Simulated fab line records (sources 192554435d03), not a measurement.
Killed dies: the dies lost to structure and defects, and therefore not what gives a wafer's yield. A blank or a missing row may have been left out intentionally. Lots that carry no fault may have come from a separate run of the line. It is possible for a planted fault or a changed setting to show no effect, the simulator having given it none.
8D (eight disciplines) problem report, filled in by code | flow n5 finfet | the parts of the form that need people (team, actions taken, sign-off) are left out

== 1. WHAT WENT WRONG ==
Mean of killed_at_M0_to_M3 at N5_PASSIVATION_PROBE_49: 160 across 6 wafers in 2 lots; on wafers with no fault it is 34 (standard deviation 10). Relative to the usual mean, that is a shift of +13 standard deviations.
First seen on wafer L613.2, day 14 11:50, on prober-02. The record holds 39 wafers of 13 lots with a number at this step. Rule for "out", or "out of limits": more than 4 standard deviations from the usual mean. The rest of the wafers with a number are treated as sound.

== 2. WHAT IT IS, WHAT IT ISN'T ==
question                    | is                                                                                                      | is not
which readings at this step | killed_at_M0_to_M3, defect limited yield, killed dies, sort_bin_5_function, sort n pass, sort yield pct | killed_at_M4_up, killed at contacts, killed at front end, killed at other, sort_bin_4_leakage, sort_bin_6_memory, sort_bin_8_speed
which lots                  | L613, L615                                                                                              | L607, L608, L622, L623, L624, L625, L626, L627, L628, L629, L630
which wafers of those lots  | all that have a number                                                                                  | -
read on which tools         | prober-01, prober-02                                                                                    | -
when                        | from day 14 11:50                                                                                       | up to then (6 sound wafers); but 27 sound wafers of L622, L623, L624, L625, L626, L627, L628, L629, L630 came after

== 3. SUSPECTS, AND WHAT RULES EACH OUT ==
Counting: a tool stays on the suspect list if, at a process step up to the reading, it processed all lots that are out and no sound lot following the first of them.
- cvd co-02 at N5_BEOL_M3_CVD_47 (deposits Co from CCTBA/H2, target thk 3 nm, time 223.8 s): ruled out as a lasting fault. After its first lot that is out, L613 (day 9 05:27), sound lots L624, L623, L626, L630 ran on it.
Left after counting: nothing in the record.

== 4. THE CAUSE (what the simulator had put in) ==
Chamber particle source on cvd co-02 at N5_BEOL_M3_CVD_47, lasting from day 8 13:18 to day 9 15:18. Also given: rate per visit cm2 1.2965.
Counting ruled it out, wrongly: the rule takes a fault to strike every lot that its tool runs from its start on, and this one did not.

== 5. THE EFFECT CHAIN, in route order ==
Rows list readings where the struck wafers' mean (over those with a number) sits beyond 3 standard deviations from the usual. Only readings whose record carries a usual standard deviation are examined. hours: median over the lots of the time between each lot's start at the first step of this table that gives one and its start at this step. sigmas: the change, counted in usual standard deviations.
hours | step                    | reading              | usual  | on struck wafers | change | sigmas
0     | N5_PASSIVATION_PROBE_49 | defect limited yield | 91.4 % | 81.8             | -9.6   | -7.4
0     | N5_PASSIVATION_PROBE_49 | killed_at_M0_to_M3   | 34     | 160              | +126   | +13
0     | N5_PASSIVATION_PROBE_49 | killed dies          | 101    | 215              | +114   | +7.6
0     | N5_PASSIVATION_PROBE_49 | sort_bin_5_function  | 5.0 %  | 11.3             | +6.3   | +7.8
0     | N5_PASSIVATION_PROBE_49 | sort n pass          | 1079   | 965              | -114   | -7.6
0     | N5_PASSIVATION_PROBE_49 | sort yield pct       | 91.4 % | 81.8             | -9.6   | -7.4
Here are the process steps it includes:
- N5_PASSIVATION_PROBE_49

== 6. HOW IT WOULD HAVE BEEN CAUGHT EARLIER ==
In this record the first reading out of limits was taken at day 14 11:50, 143 hours after the fault began at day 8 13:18.
